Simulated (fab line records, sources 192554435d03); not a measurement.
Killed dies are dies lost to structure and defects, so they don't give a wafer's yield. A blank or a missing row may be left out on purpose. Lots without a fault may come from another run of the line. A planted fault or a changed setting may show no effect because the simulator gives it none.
Chamber matching | flow n5_finfet | N5_PMOS_HMC_CHANNEL_EPI_FIN_RECESS_16 on rie_si-06: 4 sister chambers
The step chemistry HBr/Cl2, target Si, target depth 54 nm, time 18 s. 14 wafers are shown with their chamber, then 7 later ones without.

WAFERS WITH THEIR CHAMBER
wafer  | chamber | throttle_valve_pct (%) | drypump_motor_current_A (A) | he_backside_leak_sccm (sccm)
L698.2 | 1       | 35.25                  | 5.6                         | 2.9
L698.4 | 3       | 35.44                  | 5.6                         | 3.2
L698.6 | 2       | 35.39                  | 5.3                         | 2.7
L702.1 | 2       | 35.39                  | 5.2                         | 2.8
L702.2 | 0       | 35.34                  | 5.9                         | 2.6
L702.6 | 0       | 35.32                  | 5.9                         | 2.5
L703.1 | 2       | 35.38                  | 5.3                         | 2.7
L703.2 | 3       | 35.45                  | 5.7                         | 3.3
L703.5 | 0       | 35.32                  | 5.9                         | 2.6
L705.3 | 1       | 35.25                  | 5.6                         | 3.1
L705.5 | 3       | 35.43                  | 5.6                         | 3.3
L705.6 | 0       | 35.33                  | 5.9                         | 2.6
L706.1 | 2       | 35.38                  | 5.3                         | 2.8
L706.5 | 2       | 35.38                  | 5.2                         | 2.7

SIGNATURES (means of the wafers above)
reading                 | chamber 0 | chamber 1 | chamber 2 | chamber 3 | scatter within a chamber
throttle_valve_pct      | 35.3275   | 35.2500   | 35.3840   | 35.4400   | 0.00771
drypump_motor_current_A | 5.900     | 5.600     | 5.260     | 5.633     | 0.0432
he_backside_leak_sccm   | 2.575     | 3.000     | 2.740     | 3.267     | 0.0679
Rule: a wafer's distance from a chamber is the root of the sum, over the readings, of the square of ((its reading less the chamber's mean) divided by the reading's scatter). The wafer belongs to the nearest chamber; if the next one is less than 2 further off, it can't be placed. The scatter: the root of (the sum of the squares of (reading less its chamber's mean) over the shown wafers, divided by (wafers less chambers)).

WAFERS WITHOUT THEIR CHAMBER
wafer  | throttle_valve_pct (%) | drypump_motor_current_A (A) | he_backside_leak_sccm (sccm)
L706.6 | 35.32                  | 5.9                         | 2.6
L707.3 | 35.32                  | 5.9                         | 2.5
L707.5 | 35.24                  | 5.6                         | 2.8
L707.6 | 35.33                  | 5.9                         | 2.4
L719.1 | 35.45                  | 5.7                         | 3.4
L719.3 | 35.24                  | 5.6                         | 3.0
L719.6 | 35.33                  | 5.9                         | 2.4

WHICH CHAMBER EACH WENT THROUGH
wafer  | from the rows above | in truth
L706.6 | 0                   | 0
L707.3 | 0                   | 0
L707.5 | 1                   | 1
L707.6 | 0                   | 0
L719.1 | 3                   | 3
L719.3 | 1                   | 1
L719.6 | 0                   | 0
Placed correctly: 7 of 7. Can't be placed from these rows: 0. Placed wrongly: 0.
